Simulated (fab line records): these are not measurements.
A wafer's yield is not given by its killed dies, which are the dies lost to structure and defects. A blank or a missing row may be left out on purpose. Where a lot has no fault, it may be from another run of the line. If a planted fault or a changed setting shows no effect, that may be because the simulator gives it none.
A struck lot beside a sound one	flow nand-harc	15 out of 1302 route steps
Sound: these wafers, L545.1, L545.5, L545.6. Struck: wafers L558.3, L558.6 (left out: L558.1, a lot-mate that was not struck); the cause follows at the end.
For every step that has rows: the tool of each side, followed by ch and its chambers, followed by its first start. Under that, the readings that differ: sound wafers	struck wafers	difference of the means	sigmas: that difference in standard deviations of wafers without a fault.
alike: readings with means less than 2 such deviations apart, plus words and numbers identical on both sides. not compared: withheld readings, readings lacking a value on some wafer, bounds such as >300 that could conceal the same value, and numbers that have no deviation in the record and whose values overlap.
A row with sigmas, a row that says differs or no value, or rows on one side alone: a step with any of these is where the two part. Non-overlapping numbers with no deviation appear without sigmas and do not part them. A reading missing from all wafers of one side parts the sides only when that side holds two or more wafers.

first, 1 step without rows for these wafers: NHARC_A_ONON_D1_DEP_06 (target thk 1000 nm).
NHARC_A_ONON_D1_THK_MEAS_08: measures by ellipsometry.
  sound: film-metro-01 at day 9 15:35; struck: film-metro-01 at day 14 23:18
  alike: thk-nm
then NHARC_A_ONON_D1_DEP_09 (target thk 1000 nm), 1 step lacking rows for these wafers.
NHARC_A_ONON_D1_THK_MEAS_11: measures by ellipsometry.
  sound: film-metro-02 at day 9 16:09; struck: film-metro-02 at day 14 23:52
  alike: thk-nm
then NHARC_A_ONON_D1_DEP_12 (target thk 1000 nm), 1 step lacking rows for these wafers.
NHARC_A_ONON_D1_THK_MEAS_14: measures by ellipsometry.
  sound: film-metro-01 at day 9 16:43; struck: film-metro-02 at day 15 00:26
  alike: thk-nm
then, 2 steps without rows for these wafers: NHARC_A_ONON_D1_ANNEAL_15 (time 3600 s); NHARC_A_ONON_D1_DEP_16 (target thk 1000 nm).
NHARC_A_ONON_D1_THK_MEAS_18: measures by ellipsometry.
  sound: film-metro-02 at day 10 03:34; struck: film-metro-01 at day 15 11:28
reading	sound	struck	difference	sigmas
thk-nm (nm)	989 989 992	1013 1014	+24	+2
then NHARC_A_ONON_D1_DEP_19 (target thk 1000 nm), 1 step lacking rows for these wafers.
NHARC_A_ONON_D1_THK_MEAS_21: measures by ellipsometry.
  sound: film-metro-01 at day 10 04:07; struck: film-metro-02 at day 15 12:02
reading	sound	struck	difference	sigmas
thk-nm (nm)	1000 999 998	1022 1021	+22	+2
NHARC_A_ONON_D1_DEP_22: target thk 1000 nm.
  sound on pecvd-onon-04 ch 0, day 10 04:11; struck on pecvd-onon-02 ch 0, day 15 12:05
NHARC_A_ONON_D1_THK_MEAS_24: measures by ellipsometry.
  sound: film-metro-02 at day 10 04:41; struck: film-metro-02 at day 15 12:36
reading	sound	struck	difference	sigmas
thk-nm (nm)	993 995 991	685 685	-308	-31
then NHARC_A_ONON_D1_DEP_25 (target thk 1000 nm), 1 step lacking rows for these wafers.
-- jump in the record: it breaks off in module A_ONON_D1 and resumes in module END (first step shown: number 1302 of the route), and 16 days separate the struck wafers' starts before and after --
NHARC_END_SORT_01:
  the record has rows for the struck wafers here (prober-01 ch 0, day 32 00:19) and none for the sound ones

WHERE THEY PART
First at NHARC_A_ONON_D1_THK_MEAS_18; last, within this record, at NHARC_END_SORT_01.

WHY: whatever the simulator had introduced
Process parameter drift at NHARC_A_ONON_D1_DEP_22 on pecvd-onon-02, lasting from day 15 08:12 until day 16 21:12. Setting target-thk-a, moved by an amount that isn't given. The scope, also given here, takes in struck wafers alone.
